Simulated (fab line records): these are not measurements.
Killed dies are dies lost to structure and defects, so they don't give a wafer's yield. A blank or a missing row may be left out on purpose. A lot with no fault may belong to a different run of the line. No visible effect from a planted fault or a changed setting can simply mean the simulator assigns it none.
Matching of chambers | flow n5_finfet | ald_metal-04 running N5_BEOL_M3_ALD_84: 4 sister chambers
The step deposits TaN, pulse time 2 s, purge time 3 s, co reactant purge time 2 s. 4 wafers are shown with their chamber, then 10 later ones without.

## WAFERS WITH THEIR CHAMBER
wafer  | chamber | heater_power_w (W)
L088.3 | 1       | 466
L088.4 | 3       | 368
L091.2 | 2       | 375
L091.3 | 0       | 428

## WAFERS WHOSE CHAMBER IS MISSING
wafer  | heater_power_w (W)
L091.6 | 421
L092.1 | 469
L092.2 | 419
L092.3 | 377
L096.2 | 381
L096.4 | 464
L096.6 | 435
L097.3 | 377
L097.5 | 419
L097.6 | 389

## EACH ONE'S CHAMBER
wafer  | from the rows above     | in truth
L091.6 | 0                       | 0
L092.1 | 1                       | 1
L092.2 | 0                       | 0
L092.3 | can't be placed: 2 or 3 | 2
L096.2 | can't be placed: 2 or 3 | 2
L096.4 | 1                       | 1
L096.6 | 0                       | 0
L097.3 | can't be placed: 2 or 3 | 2
L097.5 | 0                       | 0
L097.6 | can't be placed: 2 or 3 | 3
6 of 10 placed correctly. Unplaceable from these rows: 4, with the true chamber sitting among the candidates in 4. Wrongly placed: 0.
How it was worked out, from the rows above alone: a wafer's distance from a chamber is the root of the sum, over the readings, of the square of ((its reading less the chamber's mean) divided by the reading's scatter). The wafer belongs to the nearest chamber; if the next one is less than 2 further off, it can't be placed. A chamber's mean is the mean of its shown wafers. The scatter (one wafer shown for each chamber): square how far every hidden wafer sits from the nearest shown wafer, average those squares and take the square root.
